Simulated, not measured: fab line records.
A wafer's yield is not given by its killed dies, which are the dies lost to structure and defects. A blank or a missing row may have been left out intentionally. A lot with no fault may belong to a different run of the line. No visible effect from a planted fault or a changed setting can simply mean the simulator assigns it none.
Lot-split experiment ; flow n5Finfet ; 7 lots, 21 wafers read, on a route of 1938 steps

## THE SPLIT
At N5_BEOL_M14_EXPOSE_07 (exposes mask V13), the setting doseMj was moved away from the recipe's 57 on 10 of the 21 wafers read, by -5.9% to +6.6%. The other wafers ran this setting at the recipe's value.

## FROM THE SPLIT TO THE READING: what the file shows between them, 6 steps
- N5_BEOL_M14_PEB_08: peb time 90 s
- N5_BEOL_M14_DEVELOP_09: develop time 45 s
- N5_BEOL_M14_HARDBAKE_14: time 120 s
- N5_BEOL_M14_CD_MEAS_10: target cd 250 nm
- N5_BEOL_M14_STRIP_71: strips in post etch residue remover, time 60 s
- N5_BEOL_M14_SRD_72: time 30 s, dry time 30 s

## THE READING
cdNm, in nm, at N5_BEOL_M14_CD_MEAS_17 (target cd 250 nm). Typical for fault-free wafers on this fab line: 251.0 nm, with standard deviation 2.1 nm.

wafer;tool, chamber at the split;doseMj as run;against the recipe;cdNm, nm;against lot-mates on the recipe
L074.1;krfScanner-02, 0;60.77;+6.6%;260.6;no lot-mate on the recipe
L074.2;krfScanner-02, 0;60.77;+6.6%;263.4;no lot-mate on the recipe
L074.3;krfScanner-02, 0;60.77;+6.6%;261.1;no lot-mate on the recipe
L076.1;krfScanner-01, 0;57;recipe;250.3;-
L076.2;krfScanner-01, 0;57;recipe;251.7;-
L076.6;krfScanner-01, 0;59.1;+3.7%;256.5;+5.5
L083.3;krfScanner-01, 0;57;recipe;254.1;-
L083.4;krfScanner-01, 0;59.21;+3.9%;265.0;+10.9
L083.5;krfScanner-01, 0;59.21;+3.9%;262.1;+8.0
L089.1;krfScanner-02, 0;57;recipe;248.4;-
L089.4;krfScanner-02, 0;57;recipe;251.9;-
L089.5;krfScanner-02, 0;57;recipe;252.4;-
L092.1;krfScanner-02, 0;58.84;+3.2%;256.4;+5.5
L092.4;krfScanner-02, 0;57;recipe;248.9;-
L092.6;krfScanner-02, 0;57;recipe;252.8;-
L095.1;krfScanner-02, 0;57;recipe;247.4;-
L095.3;krfScanner-02, 0;58.11;+1.9%;250.8;+3.4
L095.4;krfScanner-02, 0;58.11;+1.9%;252.5;+5.1
L096.2;krfScanner-01, 0;57;recipe;249.9;-
L096.4;krfScanner-01, 0;53.63;-5.9%;238.4;-11.4
L096.5;krfScanner-01, 0;57;recipe;249.7;-

FIT RESULTS
A straight line over all 21 wafers: cdNm changes by +1.93 nm for each +1% of doseMj; r = +0.91; the points scatter about the line by 2.7 nm.
The same after taking each lot's own level away (the mean of its wafers on the recipe; 18 wafers): +2.01 nm for each +1%; r = +0.96; scatter 1.5 nm.
That fit puts the effect of the largest move of doseMj on the reading at 13 nm.
From 247.40 to 254.10 nm: that is the span of the lots' own levels, equal to 3.2 times the standard deviation above.
So the lot-to-lot level changes the slope little: the two slopes agree.
Check: -12.3 nm against its lot-mates is what the line predicts for one of the wafers moved furthest among these (-5.9%) when that wafer is left out of the fit. Against them it came out at -11.4 nm.

## ADDITIONAL SPLITS CARRIED BY THESE WAFERS
Note: prior to the reading, these wafers also went through further splits. Each is held against what the fit with the lots' levels taken away leaves over:
other split on the same wafers;wafers away from the commonest value;r with cdNm (lot level and that fit taken away)
N5_BEOL_M13_ILD_DEP_00 timeS;7;+0.16
N5_BEOL_M13_DEP_53 timeS;6;-0.08

## THE WHOLE CHAIN: every reading that the file lists as answering this split, in the file's order
step;what it does;reading;change (the file's fit);r (the file's)
N5_BEOL_M14_CD_MEAS_10;target cd 250 nm;cdNm;+1.85 nm for each +1% of the setting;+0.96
N5_BEOL_M14_CD_MEAS_17;target cd 250 nm;cdNm;+1.93 nm for each +1% of the setting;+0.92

## THE FILE'S OWN FIT
cdNm changes by +1.93 nm for each +1% of doseMj, r = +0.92.
